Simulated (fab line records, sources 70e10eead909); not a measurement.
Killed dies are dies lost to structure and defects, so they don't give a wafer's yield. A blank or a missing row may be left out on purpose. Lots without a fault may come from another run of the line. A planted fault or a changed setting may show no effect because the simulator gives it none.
Tool commonality check | flow nand_harc | 3 lots, 9 wafers sampled

WHY IT WAS OPENED
At NHARC_END_SORT_01 the reading killed_at_array is flagged on 3 of 3 lots. Wafers without a fault read 55, standard deviation 15.
Rule: a lot is flagged when every wafer of it that has a number lies more than 4 standard deviations from that mean, or none has a number. The other lots count as sound.

lot  | measured     | on        | killed_at_array, wafer by wafer | flag
L885 | day 28 01:58 | prober-02 | 668 668 667                     | FLAGGED
L884 | day 28 08:52 | prober-01 | 675 676 674                     | FLAGGED
L886 | day 29 05:34 | prober-01 | 671 673 673                     | FLAGGED
The numbers of the flagged lots are 672 on average: +617 against the usual, or +41 standard deviations.

WHICH TOOL RAN EACH LOT
The record holds 4 process steps before the reading, out of a route of 1302 steps. In each cell: the tool, then ch and the chambers that the sampled wafers went through, then the start.
lot  | flag    | NHARC_A_CHANNEL_HOLE_D1_ETCH_25  | NHARC_A_CHANNEL_FILL_D1_ALD_14   | NHARC_A_DECK1_JOINT_ETCHBACK_07  | NHARC_A_DECK1_JOINT_CVD_34
L885 | FLAGGED | har_etch-01 ch 0,1, day 12 06:33 | ald_hk-01 ch 0,2,3, day 12 16:47 | rie_si-05 ch 0,1, day 14 11:55   | lpcvd-01 ch 0, day 15 02:01
L884 | FLAGGED | har_etch-02 ch 0,1, day 12 08:44 | ald_hk-03 ch 1,2,3, day 12 16:49 | rie_si-06 ch 1,2,3, day 14 11:57 | lpcvd-01 ch 0, day 15 02:01
L886 | FLAGGED | har_etch-01 ch 0,1, day 12 22:07 | ald_hk-01 ch 2,3, day 13 08:12   | rie_si-05 ch 1,2, day 15 02:29   | lpcvd-01 ch 0, day 16 01:02
What these steps do:
- NHARC_A_CHANNEL_HOLE_D1_ETCH_25: etches the open film in C4F8/O2/Ar, time 1040.2 s, target depth 1500 nm.
- NHARC_A_CHANNEL_FILL_D1_ALD_14: deposits SiO2, target thk 2.5 nm, pulse time 10 s, ald cycles 25.
- NHARC_A_DECK1_JOINT_ETCHBACK_07: etches the open film in HBr, target depth 105 nm, time 26.9 s.
- NHARC_A_DECK1_JOINT_CVD_34: deposits SiNx, target thk 20 nm.
- NHARC_END_SORT_01

FLAGGED OVER TOTAL, TOOL BY TOOL (the gauges that took the reading come last)
step                            | tool        | lots run | flagged | share of the flagged lots | sound lots run after its first flagged lot
NHARC_A_CHANNEL_HOLE_D1_ETCH_25 | har_etch-01 | 2        | 2       | some                      | 0
NHARC_A_CHANNEL_HOLE_D1_ETCH_25 | har_etch-02 | 1        | 1       | some                      | 0
NHARC_A_CHANNEL_FILL_D1_ALD_14  | ald_hk-01   | 2        | 2       | some                      | 0
NHARC_A_CHANNEL_FILL_D1_ALD_14  | ald_hk-03   | 1        | 1       | some                      | 0
NHARC_A_DECK1_JOINT_ETCHBACK_07 | rie_si-05   | 2        | 2       | some                      | 0
NHARC_A_DECK1_JOINT_ETCHBACK_07 | rie_si-06   | 1        | 1       | some                      | 0
NHARC_A_DECK1_JOINT_CVD_34      | lpcvd-01    | 3        | 3       | all                       | 0
NHARC_END_SORT_01               | prober-01   | 2        | 2       | some                      | 0
NHARC_END_SORT_01               | prober-02   | 1        | 1       | some                      | 0

WHAT THE TABLE ALLOWS
1 row of the table ran every flagged lot: lpcvd-01 at NHARC_A_DECK1_JOINT_CVD_34.
- lpcvd-01 at NHARC_A_DECK1_JOINT_CVD_34: 3 of its 3 lots flagged. It ran no sound lot before its first flagged lot in this sample, so the start can't be narrowed down.
One tool is left: lpcvd-01 at NHARC_A_DECK1_JOINT_CVD_34.

WHAT THE SIMULATOR HAD PUT IN
Skipped step whole: lpcvd-01, from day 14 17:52 on, at NHARC_A_DECK1_JOINT_CVD_34. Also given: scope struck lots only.
Lots struck among those shown: L885, L884, L886. The rule above found the same.
